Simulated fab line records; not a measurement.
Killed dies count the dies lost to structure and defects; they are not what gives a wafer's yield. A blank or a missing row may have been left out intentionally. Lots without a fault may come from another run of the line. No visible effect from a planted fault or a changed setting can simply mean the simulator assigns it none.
What tool caused it? / flow nand-harc / Sampling: 12 lots, 36 wafers, 3 of 1159 route steps

## WHAT THE GAUGES READ, wafer by wafer
NHARC_A_WL_FILL_INSPECT_15.
lot=L075; measured=day 16 14:31; on=defect-inspect-02; raw-defect-count=408 504 483
lot=L077; measured=day 16 14:35; on=defect-inspect-01; raw-defect-count=271 454 252
lot=L079; measured=day 16 19:42; on=defect-inspect-01; raw-defect-count=460 330 421
lot=L082; measured=day 18 08:46; on=defect-inspect-02; raw-defect-count=330 364 466
lot=L084; measured=day 18 14:02; on=defect-inspect-01; raw-defect-count=330 574 464
lot=L085; measured=day 18 21:05; on=defect-inspect-02; raw-defect-count=206 266 276
lot=L086; measured=day 19 15:38; on=defect-inspect-01; raw-defect-count=522 465 580
lot=L087; measured=day 19 15:46; on=defect-inspect-01; raw-defect-count=398 432 351
lot=L092; measured=day 21 02:05; on=defect-inspect-01; raw-defect-count=335 253 311
lot=L094; measured=day 21 15:08; on=defect-inspect-01; raw-defect-count=287 564 393
lot=L096; measured=day 21 19:27; on=defect-inspect-01; raw-defect-count=574 513 364
lot=L097; measured=day 21 23:51; on=defect-inspect-01; raw-defect-count=255 349 293

## TOOL THAT RAN EACH LOT (tool first, then ch and the chambers of the sampled wafers, then the start)
lot=L075; NHARC_A_SLIT_STRIP_18=rie-diel-10 ch 0,1,3, day 15 17:35 or earlier; NHARC_A_WL_FILL_STRIP_27=plasma-asher-02 ch 0,1, day 15 17:35
lot=L077; NHARC_A_SLIT_STRIP_18=rie-diel-12 ch 0,2,3, day 15 20:08 or earlier; NHARC_A_WL_FILL_STRIP_27=plasma-asher-01 ch 0,1, day 15 20:08
lot=L079; NHARC_A_SLIT_STRIP_18=rie-diel-08 ch 0,1,3, day 15 23:28 or earlier; NHARC_A_WL_FILL_STRIP_27=plasma-asher-02 ch 0,1, day 15 23:28
lot=L082; NHARC_A_SLIT_STRIP_18=rie-diel-12 ch 0,2,3, day 17 11:25 or earlier; NHARC_A_WL_FILL_STRIP_27=plasma-asher-01 ch 0,1, day 17 11:25
lot=L084; NHARC_A_SLIT_STRIP_18=rie-diel-08 ch 2,3, day 17 15:47 or earlier; NHARC_A_WL_FILL_STRIP_27=plasma-asher-02 ch 0,1, day 17 15:47
lot=L085; NHARC_A_SLIT_STRIP_18=rie-diel-10 ch 0,1,2, day 17 19:29 or earlier; NHARC_A_WL_FILL_STRIP_27=plasma-asher-02 ch 0,1, day 17 19:29
lot=L086; NHARC_A_SLIT_STRIP_18=rie-diel-10 ch 0,1,2, day 18 16:56 or earlier; NHARC_A_WL_FILL_STRIP_27=plasma-asher-01 ch 0,1, day 18 16:56
lot=L087; NHARC_A_SLIT_STRIP_18=rie-diel-08 ch 1,2,3, day 18 19:46 or earlier; NHARC_A_WL_FILL_STRIP_27=plasma-asher-02 ch 0,1, day 18 19:46
lot=L092; NHARC_A_SLIT_STRIP_18=rie-diel-10 ch 0,1,3, day 20 02:17 or earlier; NHARC_A_WL_FILL_STRIP_27=plasma-asher-02 ch 0,1, day 20 02:17
lot=L094; NHARC_A_SLIT_STRIP_18=rie-diel-10 ch 0,1,2, day 20 05:23 or earlier; NHARC_A_WL_FILL_STRIP_27=plasma-asher-02 ch 0, day 20 05:23
lot=L096; NHARC_A_SLIT_STRIP_18=rie-diel-08 ch 0,1, day 20 08:43 or earlier; NHARC_A_WL_FILL_STRIP_27=plasma-asher-01 ch 0,1, day 20 08:43
lot=L097; NHARC_A_SLIT_STRIP_18=rie-diel-08 ch 0,2,3, day 20 11:04 or earlier; NHARC_A_WL_FILL_STRIP_27=plasma-asher-02 ch 0,1, day 20 11:04
- NHARC_A_SLIT_STRIP_18: strips in O2.
- NHARC_A_WL_FILL_STRIP_27: strips in N2/H2, time 20 s.

## THE ANSWER, worked out from the rows above alone
Rule: the usual values come from the lots themselves. Put in order of their means at a reading, lots are off if they are a third of the lots or fewer, leave a main group of 4 or more, and stand apart from it by a gap of 3 or more times the standard deviation of the main group's means; of several such gaps the widest counts. A main group whose means are all the same, to the digits that the tables above print for the reading, isn't used. A lot without any number at a reading at which 4 lots or more have one is off too. Any other lot the step has rows for is counted as sound.
Across all readings shown, no lot is off: no conclusion can be drawn from this.

## WHAT THE SIMULATOR PUT IN
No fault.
